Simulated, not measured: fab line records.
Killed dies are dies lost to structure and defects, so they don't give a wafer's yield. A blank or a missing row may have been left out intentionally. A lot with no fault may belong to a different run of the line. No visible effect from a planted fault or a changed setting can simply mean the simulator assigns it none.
The same fault as seen by 2 desks :: flow n5_finfet :: each desk holds nothing but its own numbers, with what lay behind them at the end

TOOL OWNER'S DESK, rie_diel-01
The tool's own readings at N5_BEOL_M0_SAQP_ETCH_49 (etches SiO2 in CF4/O2, target depth 37 nm): means of the sampled wafers that have a number, for each lot that ran on this tool. If a lot's mean is further than 4 standard deviations from the usual mean, the lot is out of limits and carries the mark OUT (the distance appears in the brackets).
Columns: A = O2_flow_sccm at N5_BEOL_M0_SAQP_ETCH_49, usual 10.00 sccm; B = drypump_motor_current_A at N5_BEOL_M0_SAQP_ETCH_49, usual 5.8 A; C = mfc_ar_sccm at N5_BEOL_M0_SAQP_ETCH_49, usual 99.97 sccm; D = oes_product_au at N5_BEOL_M0_SAQP_ETCH_49, usual 0.80 a.u.; E = rf_vpp_V at N5_BEOL_M0_SAQP_ETCH_49, usual 238 V; F = showerhead_plenum_p_Torr at N5_BEOL_M0_SAQP_ETCH_49, usual 2.17 Torr; G = throttle_valve_pct at N5_BEOL_M0_SAQP_ETCH_49, usual 15.76 %
lot: L307
first seen here: day 8 03:10
A: 10.02
B: 5.9
C: 99.78
D: 0.77
E: 233
F: 2.12
G: 15.78

lot: L315
first seen here: day 10 03:25
A: 9.96
B: 5.8
C: 99.97
D: 0.79
E: 242
F: 2.15
G: 15.97

lot: L316
first seen here: day 10 07:00
A: 10.01
B: 5.8
C: 99.88
D: 0.81
E: 242
F: 2.14
G: 15.86

lot: L317
first seen here: day 10 10:39
A: 9.99
B: 5.8
C: 99.96
D: 0.83
E: 240
F: 2.14
G: 15.87
This desk found nothing out of limits on any of the 4 lots.

THE METROLOGY DESK
Lot by lot, what the gauges showed, no matter which tool ran the lot: averages of those sampled wafers that carry a number. If a lot's mean is further than 4 standard deviations from the usual mean, the lot is out of limits and carries the mark OUT (the distance appears in the brackets). Of its 10 readings 7 are shown: those that lie furthest out on some lot.
Columns: A = IOFF_N at N5_BEOL_M4_RC_MEAS_101, usual 0.18 nA/um; B = IOFF_P at N5_BEOL_M4_RC_MEAS_101, usual 0.25 nA/um; C = ION_N at N5_BEOL_M4_RC_MEAS_101, usual 679 uA/um; D = ION_P at N5_BEOL_M4_RC_MEAS_101, usual 468 uA/um; E = SS_P at N5_BEOL_M4_RC_MEAS_101, usual 73.6 mV/dec; F = VT_N at N5_BEOL_M4_RC_MEAS_101, usual 248 mV; G = VT_P at N5_BEOL_M4_RC_MEAS_101, usual -248 mV
lot: L307
first seen here: day 10 01:52
A: 0.19
B: 0.25
C: 685
D: 474
E: 73.8
F: 250
G: -248

lot: L315
first seen here: day 12 06:59
A: 0.20
B: 0.28
C: 676
D: 466
E: 74.3
F: 248
G: -247

lot: L317
first seen here: day 12 10:30
A: 0.14
B: 0.21
C: 658
D: 457
E: 73.6
F: 253
G: -252

lot: L316
first seen here: day 12 10:42
A: 0.18
B: 0.22
C: 681
D: 462
E: 73.6
F: 245
G: -250

lot: L320
first seen here: day 13 12:31
A: 0.17
B: 0.23
C: 681
D: 467
E: 73.6
F: 249
G: -248
This desk found nothing out of limits on any of the 5 lots.

PUT TOGETHER
The tool owner's desk saw nothing out of limits.
From the metrology desk's view, nothing was out of limits.

WHAT HAD BEEN PUT IN BY THE SIMULATOR
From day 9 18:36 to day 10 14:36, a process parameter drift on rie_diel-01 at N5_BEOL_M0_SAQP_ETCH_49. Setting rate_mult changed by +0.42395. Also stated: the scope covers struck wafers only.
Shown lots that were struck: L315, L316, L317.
